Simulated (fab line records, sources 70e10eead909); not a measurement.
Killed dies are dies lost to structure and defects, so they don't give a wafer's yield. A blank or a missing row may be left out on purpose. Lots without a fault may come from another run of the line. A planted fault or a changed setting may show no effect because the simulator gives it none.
Which tool did it? | flow nand_harc | 24 lots, 72 wafers sampled, at 6 steps of a route of 1302

WHAT THE GAUGES READ, wafer by wafer
The record holds no reading of a measuring or inspecting step that can be judged against a usual standard deviation.

WHICH TOOL RAN EACH LOT (tool, then ch and the chambers of the sampled wafers, then the start)
lot  | NHARC_A_STAIRCASE_ETCH_188                    | NHARC_A_STAIRCASE_TRIM_193                    | NHARC_A_STAIRCASE_STRIP_205          | NHARC_A_STAIRCASE_TRIM_224                    | NHARC_A_STAIRCASE_ETCH_227                    | NHARC_A_STAIRCASE_STRIP_254
L074 | rie_diel-05 ch 1,2,3, day 16 02:22 or earlier | rie_diel-05 ch 0,1,2, day 16 02:22 or earlier | plasma_asher-01 ch 0,1, day 16 02:22 | rie_diel-05 ch 1,2, day 16 08:33 or earlier   | rie_diel-05 ch 0,1, day 16 08:33 or earlier   | plasma_asher-02 ch 0,1, day 16 08:33
L075 | rie_diel-05 ch 0,1,2, day 16 09:13 or earlier | rie_diel-05 ch 0,2, day 16 09:13 or earlier   | plasma_asher-01 ch 0,1, day 16 09:13 | rie_diel-05 ch 1,2, day 16 15:10 or earlier   | rie_diel-05 ch 0,1, day 16 15:10 or earlier   | plasma_asher-02 ch 0,1, day 16 15:10
L076 | rie_diel-05 ch 0,2,3, day 16 17:07 or earlier | rie_diel-05 ch 0,2,3, day 16 17:07 or earlier | plasma_asher-01 ch 0,1, day 16 17:07 | rie_diel-01 ch 2,3, day 16 22:37 or earlier   | rie_diel-01 ch 0,2, day 16 22:37 or earlier   | plasma_asher-02 ch 0,1, day 16 22:37
L077 | rie_diel-01 ch 0,2,3, day 16 17:55 or earlier | rie_diel-01 ch 0,2,3, day 16 17:55 or earlier | plasma_asher-02 ch 0,1, day 16 17:55 | rie_diel-05 ch 2,3, day 16 23:13 or earlier   | rie_diel-05 ch 0,2, day 16 23:13 or earlier   | plasma_asher-01 ch 0,1, day 16 23:13
L078 | rie_diel-05 ch 0,2,3, day 17 06:56 or earlier | rie_diel-05 ch 0,3, day 17 06:56 or earlier   | plasma_asher-01 ch 0,1, day 17 06:56 | rie_diel-13 ch 1,2,3, day 17 12:43 or earlier | rie_diel-13 ch 2,3, day 17 12:43 or earlier   | plasma_asher-01 ch 0,1, day 17 12:43
L079 | rie_diel-01 ch 0,1, day 18 10:59 or earlier   | rie_diel-01 ch 1,2, day 18 10:59 or earlier   | plasma_asher-02 ch 0,1, day 18 10:59 | rie_diel-13 ch 2,3, day 18 17:07 or earlier   | rie_diel-13 ch 0,1,2, day 18 17:07 or earlier | plasma_asher-02 ch 0,1, day 18 17:07
L081 | rie_diel-01 ch 0,2,3, day 18 17:46 or earlier | rie_diel-01 ch 0,2,3, day 18 17:46 or earlier | plasma_asher-01 ch 0,1, day 18 17:46 | rie_diel-05 ch 1,2,3, day 18 23:06 or earlier | rie_diel-05 ch 1,2,3, day 18 23:06 or earlier | plasma_asher-01 ch 0,1, day 18 23:06
L080 | rie_diel-13 ch 1,2,3, day 18 18:34 or earlier | rie_diel-13 ch 1,2,3, day 18 18:34 or earlier | plasma_asher-01 ch 1, day 18 18:34   | rie_diel-01 ch 1,2,3, day 18 23:56 or earlier | rie_diel-01 ch 1,2, day 18 23:56 or earlier   | plasma_asher-01 ch 0,1, day 18 23:56
L084 | rie_diel-01 ch 0,1,2, day 19 17:50 or earlier | rie_diel-01 ch 0,1,2, day 19 17:50 or earlier | plasma_asher-01 ch 0,1, day 19 17:50 | rie_diel-05 ch 0,2,3, day 20 02:34 or earlier | rie_diel-05 ch 0,1,3, day 20 02:34 or earlier | plasma_asher-01 ch 0,1, day 20 02:34
L082 | rie_diel-13 ch 1,3, day 19 20:07 or earlier   | rie_diel-13 ch 0,1,3, day 19 20:07 or earlier | plasma_asher-01 ch 0,1, day 19 20:07 | rie_diel-13 ch 0,1,3, day 20 02:24 or earlier | rie_diel-13 ch 0,1,3, day 20 02:24 or earlier | plasma_asher-02 ch 0,1, day 20 02:24
L083 | rie_diel-13 ch 0,1,3, day 19 23:12 or earlier | rie_diel-13 ch 0,1,3, day 19 23:12 or earlier | plasma_asher-01 ch 0,1, day 19 23:12 | rie_diel-13 ch 0,1,3, day 20 04:54 or earlier | rie_diel-13 ch 0,1,3, day 20 04:54 or earlier | plasma_asher-02 ch 0,1, day 20 04:54
L085 | rie_diel-01 ch 0,1,2, day 20 15:17 or earlier | rie_diel-01 ch 0,1, day 20 15:17 or earlier   | plasma_asher-02 ch 0,1, day 20 15:17 | rie_diel-13 ch 1,3, day 20 21:14 or earlier   | rie_diel-13 ch 0,1,2, day 20 21:14 or earlier | plasma_asher-02 ch 0,1, day 20 21:14
L086 | rie_diel-05 ch 1,2, day 20 15:48 or earlier   | rie_diel-05 ch 0,1,2, day 20 15:48 or earlier | plasma_asher-01 ch 0,1, day 20 15:48 | rie_diel-13 ch 0,1,3, day 20 21:38 or earlier | rie_diel-13 ch 1,3, day 20 21:38 or earlier   | plasma_asher-01 ch 0,1, day 20 21:38
L087 | rie_diel-05 ch 0,3, day 21 12:43 or earlier   | rie_diel-05 ch 0,1, day 21 12:43 or earlier   | plasma_asher-02 ch 0,1, day 21 12:43 | rie_diel-13 ch 0,2,3, day 21 18:26 or earlier | rie_diel-13 ch 0,2, day 21 18:26 or earlier   | plasma_asher-01 ch 0,1, day 21 18:26
L089 | rie_diel-01 ch 0,1,2, day 22 02:31 or earlier | rie_diel-01 ch 1,2,3, day 22 02:31 or earlier | plasma_asher-01 ch 0,1, day 22 02:31 | rie_diel-13 ch 1,2,3, day 22 07:50 or earlier | rie_diel-13 ch 1,2, day 22 07:50 or earlier   | plasma_asher-01 ch 0,1, day 22 07:50
L088 | rie_diel-05 ch 0,3, day 22 03:15 or earlier   | rie_diel-05 ch 0,1,3, day 22 03:15 or earlier | plasma_asher-02 ch 0,1, day 22 03:15 | rie_diel-01 ch 0,1,2, day 22 08:55 or earlier | rie_diel-01 ch 1,2,3, day 22 08:55 or earlier | plasma_asher-01 ch 0,1, day 22 08:55
L091 | rie_diel-05 ch 1,2,3, day 23 10:41 or earlier | rie_diel-05 ch 0,3, day 23 10:41 or earlier   | plasma_asher-01 ch 0,1, day 23 10:41 | rie_diel-05 ch 0,1, day 23 15:50 or earlier   | rie_diel-05 ch 0,1, day 23 15:50 or earlier   | plasma_asher-02 ch 0,1, day 23 15:50
L090 | rie_diel-13 ch 0,1,3, day 23 11:11 or earlier | rie_diel-13 ch 0,1, day 23 11:11 or earlier   | plasma_asher-02 ch 0,1, day 23 11:11 | rie_diel-13 ch 0,1,2, day 23 16:31 or earlier | rie_diel-13 ch 0,1, day 23 16:31 or earlier   | plasma_asher-02 ch 0,1, day 23 16:31
L092 | rie_diel-13 ch 1,2,3, day 23 19:53 or earlier | rie_diel-13 ch 0,1,2, day 23 19:53 or earlier | plasma_asher-02 ch 0,1, day 23 19:53 | rie_diel-01 ch 0,2,3, day 24 01:14 or earlier | rie_diel-01 ch 0,2,3, day 24 01:14 or earlier | plasma_asher-01 ch 0,1, day 24 01:14
L094 | rie_diel-13 ch 1,2,3, day 24 12:16 or earlier | rie_diel-13 ch 0,1,3, day 24 12:16 or earlier | plasma_asher-01 ch 0,1, day 24 12:16 | rie_diel-05 ch 0,2, day 24 17:37 or earlier   | rie_diel-05 ch 0,1,2, day 24 17:37 or earlier | plasma_asher-01 ch 0, day 24 17:37
L095 | rie_diel-13 ch 0,1,3, day 24 13:49 or earlier | rie_diel-13 ch 2,3, day 24 13:49 or earlier   | plasma_asher-01 ch 0,1, day 24 13:49 | rie_diel-05 ch 0,3, day 24 19:51 or earlier   | rie_diel-05 ch 0,2,3, day 24 19:51 or earlier | plasma_asher-02 ch 0,1, day 24 19:51
L093 | rie_diel-13 ch 0,2,3, day 24 16:50 or earlier | rie_diel-13 ch 0,2,3, day 24 16:50 or earlier | plasma_asher-01 ch 0,1, day 24 16:50 | rie_diel-01 ch 1,2,3, day 24 22:10 or earlier | rie_diel-01 ch 0,2,3, day 24 22:10 or earlier | plasma_asher-02 ch 0,1, day 24 22:10
L096 | rie_diel-13 ch 1,2,3, day 25 07:43 or earlier | rie_diel-13 ch 0,1,3, day 25 07:43 or earlier | plasma_asher-01 ch 0,1, day 25 07:43 | rie_diel-01 ch 0,1,3, day 25 13:28 or earlier | rie_diel-01 ch 1,2,3, day 25 13:28 or earlier | plasma_asher-01 ch 0,1, day 25 13:28
L097 | rie_diel-13 ch 0,2,3, day 25 23:16 or earlier | rie_diel-13 ch 0,2,3, day 25 23:16 or earlier | plasma_asher-02 ch 0,1, day 25 23:16 | rie_diel-13 ch 1,2, day 26 05:14 or earlier   | rie_diel-13 ch 0,2, day 26 05:14 or earlier   | plasma_asher-01 ch 0,1, day 26 05:14
- NHARC_A_STAIRCASE_ETCH_188: etches the open film in C4F8/O2, target depth 100 nm, time 40.5 s.
- NHARC_A_STAIRCASE_TRIM_193: chemistry O2, time 211.2 s.
- NHARC_A_STAIRCASE_STRIP_205: strips in O2.
- NHARC_A_STAIRCASE_TRIM_224: chemistry O2, time 211.2 s.
- NHARC_A_STAIRCASE_ETCH_227: etches the open film in C4F8/O2, target depth 100 nm, time 40.5 s.
- NHARC_A_STAIRCASE_STRIP_254: strips in O2.

WHAT THE TOOLS THEMSELVES READ (means of the sampled wafers that have a number; where no wafer has one, the mark that the record gives instead)
NHARC_A_STAIRCASE_ETCH_188. Usual: oes_product_au 0.944 a.u., standard deviation 0.015; rf_vpp_V 895 V, standard deviation 5.7.
lot  | tool        | oes_product_au (a.u.) | rf_vpp_V (V) | flag
L074 | rie_diel-05 | 0.956                 | 893          |
L075 | rie_diel-05 | 0.951                 | 894          |
L076 | rie_diel-05 | 0.947                 | 898          |
L077 | rie_diel-01 | 0.926                 | 898          |
L078 | rie_diel-05 | 0.942                 | 897          |
L079 | rie_diel-01 | 0.957                 | 900          |
L081 | rie_diel-01 | 0.970                 | 898          |
L080 | rie_diel-13 | 0.952                 | 894          |
L084 | rie_diel-01 | 0.943                 | 901          |
L082 | rie_diel-13 | 0.916                 | 893          |
L083 | rie_diel-13 | 0.941                 | 892          |
L085 | rie_diel-01 | 0.941                 | 901          |
L086 | rie_diel-05 | 0.938                 | 887          |
L087 | rie_diel-05 | 0.933                 | 900          |
L089 | rie_diel-01 | 0.945                 | 901          |
L088 | rie_diel-05 | 0.949                 | 903          |
L091 | rie_diel-05 | 0.953                 | 892          |
L090 | rie_diel-13 | 0.930                 | 892          |
L092 | rie_diel-13 | 0.954                 | 893          |
L094 | rie_diel-13 | 0.950                 | 892          |
L095 | rie_diel-13 | 0.962                 | 890          |
L093 | rie_diel-13 | 0.935                 | 892          |
L096 | rie_diel-13 | 0.931                 | 892          |
L097 | rie_diel-13 | 0.953                 | 891          |

NHARC_A_STAIRCASE_TRIM_193. Usual: drypump_motor_current_A 5.6 A, standard deviation 0.38; oes_product_au 1.002 a.u., standard deviation 0.0091; rf_vpp_V 57.7 V, standard deviation 0.89; showerhead_plenum_p_Torr 3.49 Torr, standard deviation 0.16; throttle_valve_pct 17.037 %, standard deviation 0.009.
lot  | tool        | drypump_motor_current_A (A) | oes_product_au (a.u.) | rf_vpp_V (V) | showerhead_plenum_p_Torr (Torr) | throttle_valve_pct (%) | flag
L074 | rie_diel-05 | 5.8                         | 1.010                 | 57.6         | 3.49                            | 17.037                 |
L075 | rie_diel-05 | 6.2                         | 0.995                 | 57.9         | 3.47                            | 17.036                 |
L076 | rie_diel-05 | 5.8                         | 1.004                 | 58.7         | 3.57                            | 17.030                 |
L077 | rie_diel-01 | 5.5                         | 0.992                 | 58.1         | 3.60                            | 17.034                 |
L078 | rie_diel-05 | 5.5                         | 1.016                 | 58.0         | 3.73                            | 17.030                 |
L079 | rie_diel-01 | 6.1                         | 1.009                 | 58.2         | 3.74                            | 17.036                 |
L081 | rie_diel-01 | 5.5                         | 1.006                 | 58.0         | 3.59                            | 17.036                 |
L080 | rie_diel-13 | 5.6                         | 0.998                 | 57.3         | 3.45                            | 17.038                 |
L084 | rie_diel-01 | 5.9                         | 1.008                 | 57.9         | 3.67                            | 17.038                 |
L082 | rie_diel-13 | 5.5                         | 0.997                 | 58.2         | 3.40                            | 17.027                 |
L083 | rie_diel-13 | 5.5                         | 0.997                 | 57.0         | 3.40                            | 17.048                 |
L085 | rie_diel-01 | 5.9                         | 1.002                 | 57.7         | 3.66                            | 17.034                 |
L086 | rie_diel-05 | 5.8                         | 1.000                 | 57.7         | 3.47                            | 17.034                 |
L087 | rie_diel-05 | 5.4                         | 0.998                 | 57.2         | 3.49                            | 17.035                 |
L089 | rie_diel-01 | 5.8                         | 1.012                 | 58.4         | 3.64                            | 17.046                 |
L088 | rie_diel-05 | 5.3                         | 0.994                 | 58.4         | 3.57                            | 17.041                 |
L091 | rie_diel-05 | 5.3                         | 1.009                 | 58.8         | 3.65                            | 17.047                 |
L090 | rie_diel-13 | 5.4                         | 1.001                 | 57.4         | 3.33                            | 17.035                 |
L092 | rie_diel-13 | 5.5                         | 1.000                 | 57.3         | 3.38                            | 17.034                 |
L094 | rie_diel-13 | 5.5                         | 1.010                 | 57.8         | 3.38                            | 17.027                 |
L095 | rie_diel-13 | 5.7                         | 1.008                 | 57.8         | 3.44                            | 17.049                 |
L093 | rie_diel-13 | 5.6                         | 1.006                 | 57.7         | 3.40                            | 17.036                 |
L096 | rie_diel-13 | 5.5                         | 1.012                 | 57.8         | 3.37                            | 17.039                 |
L097 | rie_diel-13 | 5.6                         | 1.010                 | 57.2         | 3.39                            | 17.034                 |

NHARC_A_STAIRCASE_STRIP_205. Usual: drypump_motor_current_A 5.9 A, standard deviation 0.46; heater_power_w 343 W, standard deviation 21.
lot  | tool            | drypump_motor_current_A (A) | heater_power_w (W) | flag
L074 | plasma_asher-01 | 5.7                         | 353                |
L075 | plasma_asher-01 | 6.0                         | 354                |
L076 | plasma_asher-01 | 6.0                         | 353                |
L077 | plasma_asher-02 | 6.1                         | 321                |
L078 | plasma_asher-01 | 5.7                         | 350                |
L079 | plasma_asher-02 | 6.0                         | 308                |
L081 | plasma_asher-01 | 6.0                         | 352                |
L080 | plasma_asher-01 | 5.3                         | 352                |
L084 | plasma_asher-01 | 5.7                         | 353                |
L082 | plasma_asher-01 | 5.7                         | 349                |
L083 | plasma_asher-01 | 5.7                         | 355                |
L085 | plasma_asher-02 | 6.1                         | 338                |
L086 | plasma_asher-01 | 6.0                         | 353                |
L087 | plasma_asher-02 | 6.2                         | 339                |
L089 | plasma_asher-01 | 6.0                         | 350                |
L088 | plasma_asher-02 | 6.2                         | 332                |
L091 | plasma_asher-01 | 6.0                         | 346                |
L090 | plasma_asher-02 | 6.1                         | 336                |
L092 | plasma_asher-02 | 6.1                         | 335                |
L094 | plasma_asher-01 | 5.6                         | 353                |
L095 | plasma_asher-01 | 6.0                         | 352                |
L093 | plasma_asher-01 | 6.0                         | 349                |
L096 | plasma_asher-01 | 6.0                         | 346                |
L097 | plasma_asher-02 | 6.1                         | 340                |

NHARC_A_STAIRCASE_TRIM_224. Usual: drypump_motor_current_A 5.6 A, standard deviation 0.36; oes_product_au 1.002 a.u., standard deviation 0.0086; rf_vpp_V 57.7 V, standard deviation 0.88; showerhead_plenum_p_Torr 3.50 Torr, standard deviation 0.16; throttle_valve_pct 17.036 %, standard deviation 0.0095.
lot  | tool        | drypump_motor_current_A (A) | oes_product_au (a.u.) | rf_vpp_V (V) | showerhead_plenum_p_Torr (Torr) | throttle_valve_pct (%) | flag
L074 | rie_diel-05 | 6.1                         | 0.999                 | 57.6         | 3.33                            | 17.050                 |
L075 | rie_diel-05 | 5.7                         | 1.008                 | 57.8         | 3.35                            | 17.032                 |
L076 | rie_diel-01 | 5.7                         | 0.989                 | 57.7         | 3.66                            | 17.040                 |
L077 | rie_diel-05 | 5.6                         | 1.000                 | 57.6         | 3.52                            | 17.036                 |
L078 | rie_diel-13 | 5.6                         | 0.998                 | 57.2         | 3.46                            | 17.034                 |
L079 | rie_diel-13 | 5.7                         | 1.007                 | 57.3         | 3.47                            | 17.034                 |
L081 | rie_diel-05 | 5.7                         | 0.998                 | 57.4         | 3.43                            | 17.031                 |
L080 | rie_diel-01 | 5.8                         | 1.008                 | 58.6         | 3.65                            | 17.043                 |
L084 | rie_diel-05 | 5.8                         | 0.999                 | 57.9         | 3.56                            | 17.032                 |
L082 | rie_diel-13 | 5.5                         | 1.001                 | 58.4         | 3.40                            | 17.031                 |
L083 | rie_diel-13 | 5.5                         | 0.999                 | 57.8         | 3.40                            | 17.034                 |
L085 | rie_diel-13 | 5.6                         | 0.998                 | 58.2         | 3.43                            | 17.036                 |
L086 | rie_diel-13 | 5.5                         | 0.992                 | 58.1         | 3.39                            | 17.045                 |
L087 | rie_diel-13 | 5.5                         | 1.002                 | 57.4         | 3.41                            | 17.036                 |
L089 | rie_diel-13 | 5.7                         | 0.990                 | 57.3         | 3.44                            | 17.027                 |
L088 | rie_diel-01 | 5.9                         | 1.002                 | 58.2         | 3.66                            | 17.036                 |
L091 | rie_diel-05 | 5.5                         | 1.007                 | 57.7         | 3.62                            | 17.031                 |
L090 | rie_diel-13 | 5.5                         | 1.001                 | 56.8         | 3.39                            | 17.036                 |
L092 | rie_diel-01 | 5.5                         | 1.009                 | 58.0         | 3.57                            | 17.041                 |
L094 | rie_diel-05 | 5.9                         | 1.003                 | 58.2         | 3.59                            | 17.036                 |
L095 | rie_diel-05 | 5.5                         | 1.011                 | 58.0         | 3.70                            | 17.037                 |
L093 | rie_diel-01 | 5.8                         | 1.007                 | 58.3         | 3.64                            | 17.036                 |
L096 | rie_diel-01 | 5.6                         | 1.003                 | 57.4         | 3.57                            | 17.029                 |
L097 | rie_diel-13 | 5.6                         | 1.004                 | 58.7         | 3.40                            | 17.032                 |

NHARC_A_STAIRCASE_ETCH_227. Usual: oes_product_au 0.945 a.u., standard deviation 0.01; rf_vpp_V 895 V, standard deviation 5.7.
lot  | tool        | oes_product_au (a.u.) | rf_vpp_V (V) | flag
L074 | rie_diel-05 | 0.955                 | 901          |
L075 | rie_diel-05 | 0.947                 | 899          |
L076 | rie_diel-01 | 0.935                 | 902          |
L077 | rie_diel-05 | 0.945                 | 893          |
L078 | rie_diel-13 | 0.944                 | 894          |
L079 | rie_diel-13 | 0.943                 | 891          |
L081 | rie_diel-05 | 0.941                 | 892          |
L080 | rie_diel-01 | 0.956                 | 904          |
L084 | rie_diel-05 | 0.945                 | 898          |
L082 | rie_diel-13 | 0.940                 | 891          |
L083 | rie_diel-13 | 0.938                 | 891          |
L085 | rie_diel-13 | 0.935                 | 891          |
L086 | rie_diel-13 | 0.937                 | 892          |
L087 | rie_diel-13 | 0.943                 | 891          |
L089 | rie_diel-13 | 0.936                 | 892          |
L088 | rie_diel-01 | 0.958                 | 900          |
L091 | rie_diel-05 | 0.942                 | 899          |
L090 | rie_diel-13 | 0.941                 | 890          |
L092 | rie_diel-01 | 0.951                 | 898          |
L094 | rie_diel-05 | 0.935                 | 894          |
L095 | rie_diel-05 | 0.950                 | 896          |
L093 | rie_diel-01 | 0.955                 | 897          |
L096 | rie_diel-01 | 0.945                 | 900          |
L097 | rie_diel-13 | 0.954                 | 890          |

NHARC_A_STAIRCASE_STRIP_254. Usual: drypump_motor_current_A 5.9 A, standard deviation 0.42; heater_power_w 339 W, standard deviation 22.
lot  | tool            | drypump_motor_current_A (A) | heater_power_w (W) | flag
L074 | plasma_asher-02 | 6.1                         | 324                |
L075 | plasma_asher-02 | 6.1                         | 330                |
L076 | plasma_asher-02 | 6.1                         | 322                |
L077 | plasma_asher-01 | 5.6                         | 349                |
L078 | plasma_asher-01 | 5.6                         | 355                |
L079 | plasma_asher-02 | 6.0                         | 308                |
L081 | plasma_asher-01 | 5.6                         | 353                |
L080 | plasma_asher-01 | 5.6                         | 350                |
L084 | plasma_asher-01 | 5.7                         | 353                |
L082 | plasma_asher-02 | 6.0                         | 324                |
L083 | plasma_asher-02 | 6.1                         | 337                |
L085 | plasma_asher-02 | 6.0                         | 320                |
L086 | plasma_asher-01 | 6.0                         | 351                |
L087 | plasma_asher-01 | 5.7                         | 352                |
L089 | plasma_asher-01 | 5.6                         | 357                |
L088 | plasma_asher-01 | 5.6                         | 351                |
L091 | plasma_asher-02 | 6.1                         | 337                |
L090 | plasma_asher-02 | 6.1                         | 332                |
L092 | plasma_asher-01 | 5.6                         | 353                |
L094 | plasma_asher-01 | 6.3                         | 345                |
L095 | plasma_asher-02 | 6.1                         | 334                |
L093 | plasma_asher-02 | 6.1                         | 338                |
L096 | plasma_asher-01 | 5.7                         | 350                |
L097 | plasma_asher-01 | 5.6                         | 357                |

THE ANSWER, worked out from the rows above alone
Rule: a lot is off if the mean of its wafers that have a number lies more than 3 standard deviations from the usual mean. A lot without any number at a reading at which 4 lots or more have one is off too. The other lots that the step has rows for count as sound. The gauges are gone through in route order, then the tools' own readings, and for those a lot's mean is taken as printed above. The first step at which some lot is off is used, and at that step the reading that is off furthest; a lot without a number counts as furthest.
No lot is off at any reading shown: from this, nothing can be told.

WHAT THE SIMULATOR HAD PUT IN
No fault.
